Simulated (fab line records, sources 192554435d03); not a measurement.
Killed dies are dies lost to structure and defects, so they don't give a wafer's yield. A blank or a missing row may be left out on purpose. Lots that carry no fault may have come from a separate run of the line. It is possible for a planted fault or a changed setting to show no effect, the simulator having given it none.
Which tool was responsible? | flow n5 finfet | route of 1938 steps, sampled at 1 step: 24 lots, 72 wafers

== WHAT THE GAUGES SHOWED, per wafer ==
N5_BEOL_M4_OCD_MEAS_38. Usual: trench depth nm reads 55.4 nm (standard deviation 0.86).
lot  | measured     | on     | trench depth nm (nm) | flag
L074 | day 7 10:43  | ocd-02 | 56.5 56.1 55.6       |
L075 | day 7 19:10  | ocd-02 | 55.6 56.5 56.9       |
L076 | day 8 00:52  | ocd-01 | 55.7 54.9 55.7       |
L077 | day 8 03:02  | ocd-01 | 55.3 54.3 54.7       |
L078 | day 8 05:46  | ocd-01 | 55.0 56.1 54.9       |
L079 | day 8 16:24  | ocd-02 | 55.9 54.6 55.8       |
L080 | day 8 23:59  | ocd-01 | 55.3 56.1 56.2       |
L081 | day 9 15:25  | ocd-01 | 55.6 54.8 55.0       |
L082 | day 9 22:58  | ocd-01 | 55.3 55.7 55.6       |
L083 | day 10 12:55 | ocd-02 | 55.4 53.4 56.4       |
L084 | day 10 16:08 | ocd-01 | 54.3 56.7 54.7       |
L085 | day 10 20:07 | ocd-01 | 54.9 56.1 54.7       |
L086 | day 10 22:41 | ocd-01 | 56.8 53.4 55.5       |
L088 | day 10 22:50 | ocd-01 | 54.1 55.8 56.2       |
L087 | day 11 03:43 | ocd-02 | 55.2 56.2 56.1       |
L089 | day 11 07:02 | ocd-01 | 55.4 56.2 54.8       |
L090 | day 11 07:31 | ocd-01 | 55.8 55.3 55.2       |
L091 | day 12 08:34 | ocd-02 | 57.1 54.7 55.7       |
L092 | day 12 11:52 | ocd-01 | 55.6 53.8 55.3       |
L094 | day 12 15:53 | ocd-01 | 55.0 55.7 55.6       |
L093 | day 12 16:00 | ocd-01 | 53.6 56.2 56.3       |
L095 | day 13 10:03 | ocd-01 | 55.2 55.3 56.2       |
L096 | day 13 10:19 | ocd-01 | 53.8 55.5 55.6       |
L097 | day 13 13:06 | ocd-02 | 55.2 56.2 56.8       |

== WHICH TOOL RAN EACH LOT (tool, then ch and the chambers of the sampled wafers, then the start) ==
Before these readings, the record contains no process step.

== WHAT THE TOOLS THEMSELVES READ (means of the sampled wafers that have a number; where no wafer has one, the mark that the record gives instead) ==
The record holds no such reading with a usual standard deviation.

== THE ANSWER, worked out from the rows above alone ==
Rule: a lot is off if the mean of its wafers that have a number lies more than 3 standard deviations from the usual mean. A lot without any number at a reading at which 4 lots or more have one is off too. Where the step has rows for the other lots, those lots are counted as sound. First the gauges in route order, then the tools' own readings, where a lot's mean is used as printed above. The first step at which some lot is off is used, and at that step the reading that is off furthest; a lot without a number counts as furthest.
No lot is off on any of the readings shown, so nothing can be concluded from this.

== WHAT WAS PUT IN BY THE SIMULATOR ==
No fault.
